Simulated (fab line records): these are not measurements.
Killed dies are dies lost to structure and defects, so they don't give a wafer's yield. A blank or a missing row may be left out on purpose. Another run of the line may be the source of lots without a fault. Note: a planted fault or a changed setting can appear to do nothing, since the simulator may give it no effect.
Comparing a struck lot with a sound one + flow nand-harc + 12 out of 1302 route steps
Sound: these wafers, L519.2, L519.4, L519.5. Wafers L527.2, L527.3, L527.6 were the ones struck. The cause is given at the end.
For every step that has rows: the tool of each side, followed by ch and its chambers, followed by its first start. Under that, the readings that differ: sound wafers + struck wafers + difference of the means + sigmas: that difference in standard deviations of wafers without a fault.
alike: readings with means less than 2 such deviations apart, plus words and numbers identical on both sides. not compared: withheld readings, readings lacking a value on some wafer, bounds such as >300 that could conceal the same value, and numbers that have no deviation in the record and whose values overlap.
A row with sigmas, a row that says differs or no value, or rows on one side alone: a step with any of these is where the two part. Numbers that have no deviation but don't overlap get no sigmas and don't part them. A reading that every wafer of one side lacks parts them only if that side has two wafers or more.

NHARC_A_STAIRCASE_ETCHBACK_416: etches the open film in C4F8/O2/Ar, target depth 36 nm, time 7.2 s.
  sound on rie-diel-04 ch 0,1,2; struck on rie-diel-13 ch 0,1,3, day 20 12:24
  alike: chamber-pressure-mTorr, oes-product-au, rf-fwd-power-W, rf-vpp-V
  not compared: rf-hours-counter-h
NHARC_A_STAIRCASE_STRIP_476: strips in O2, time 20 s.
  sound on rie-diel-04 ch 2,3, day 17 16:26; struck on rie-diel-13 ch 0,1,2, day 20 12:29
  alike: chamber-pressure-mTorr, drypump-motor-current-A, oes-product-au, rf-vpp-V, showerhead-plenum-p-Torr, throttle-valve-pct
  not compared: rf-hours-counter-h
NHARC_A_STAIRCASE_DEP_417: deposits Si3N4, target thk 60 nm.
  sound on pecvd-01 ch 0,1,2, day 17 16:35; struck on pecvd-04 ch 0,1, day 20 12:35
  alike: heater-power-w, rf-fwd-power-W
then, 3 steps without rows for these wafers: NHARC_A_STAIRCASE_WET_418 (chemistry H3PO4, target depth 20 nm); NHARC_A_STAIRCASE_PRECLEAN_419 (cleans in SC1); NHARC_A_STAIRCASE_SRD_421.
NHARC_A_STAIRCASE_ALD_420: deposits SiO2, target thk 20 nm, pulse time 6 s, ald cycles 200.
  sound on ald-hk-04 ch 0,1,3, day 17 19:24; struck on ald-hk-04 ch 0,1,3, day 20 15:56
  alike: heater-power-w, precursor-pulse-height-rel
then, 1 step without rows for these wafers: NHARC_A_STAIRCASE_CVD_552 (deposits SiNx, target thk 40 nm).
NHARC_A_STAIRCASE_DEP_151: deposits SiO2, target thk 7200 nm.
  sound on pecvd-03 ch 0,1,2, day 18 03:32; struck on pecvd-03 ch 0,1, day 21 00:21
  alike: heater-power-w, rf-fwd-power-W
then, 2 steps without rows for these wafers: NHARC_A_STAIRCASE_ANNEAL_320 (time 1800 s); NHARC_A_STAIRCASE_DEP_322 (deposits SiO2, target thk 7200 nm).
NHARC_A_STAIRCASE_ANNEAL_323: time 1800 s.
  sound on furnace-02 ch 0, day 18 19:38; struck on furnace-02, day 21 14:55
  no value came back on the struck wafers for run-length-s (s), spike-tc-bottom-C (C); on the sound wafers run-length-s (s) reads 1816 1816 1816

WHERE THEY PART
Only at NHARC_A_STAIRCASE_ANNEAL_323, as far as this record shows.

WHY: what had been put in by the simulator
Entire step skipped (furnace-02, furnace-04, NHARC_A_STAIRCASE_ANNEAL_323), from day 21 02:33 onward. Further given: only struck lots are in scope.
